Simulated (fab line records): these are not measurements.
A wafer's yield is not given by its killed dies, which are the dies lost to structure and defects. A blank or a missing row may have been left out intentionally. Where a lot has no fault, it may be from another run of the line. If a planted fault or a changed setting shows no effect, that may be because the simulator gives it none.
Matching of chambers | flow n5-finfet | N5_BEOL_M15_VIA_ETCH_16 on rie-diel-01: 4 sister chambers
The step etches SiO2 in C4F8/O2/Ar, target depth 1792.2 nm. 4 wafers are shown with their chamber, then 8 later ones without.

EACH WAFER AND ITS CHAMBER
wafer  | chamber | rf-vpp-V (V)
L090.5 | 3       | 2222
L093.3 | 1       | 2273
L093.6 | 2       | 2321
L094.1 | 0       | 2223

WAFERS WITHOUT THEIR CHAMBER
wafer  | rf-vpp-V (V)
L094.4 | 2319
L094.5 | 2222
L096.3 | 2222
L096.5 | 2220
L096.6 | 2272
L095.1 | 2320
L095.4 | 2320
L095.6 | 2272

WHICH CHAMBER EACH WENT THROUGH
wafer  | from the rows above     | in truth
L094.4 | 2                       | 2
L094.5 | can't be placed: 3 or 0 | 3
L096.3 | can't be placed: 3 or 0 | 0
L096.5 | can't be placed: 3 or 0 | 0
L096.6 | 1                       | 1
L095.1 | 2                       | 2
L095.4 | 2                       | 2
L095.6 | 1                       | 1
5 of 8 placed correctly. These rows do not allow placing 3 (true chamber among the candidates in 3). Wrongly placed: 0.
How it was worked out, from the rows above alone: a wafer's distance from a chamber is the root of the sum, over the readings, of the square of ((its reading less the chamber's mean) divided by the reading's scatter). If the next closest chamber is less than 2 further off than the closest, the wafer can't be placed; otherwise it belongs to the closest. The mean given for a chamber averages the wafers shown for that chamber. The scatter: with one shown wafer a chamber, the root of the mean of the squares of how far each hidden wafer lies from its nearest shown one.
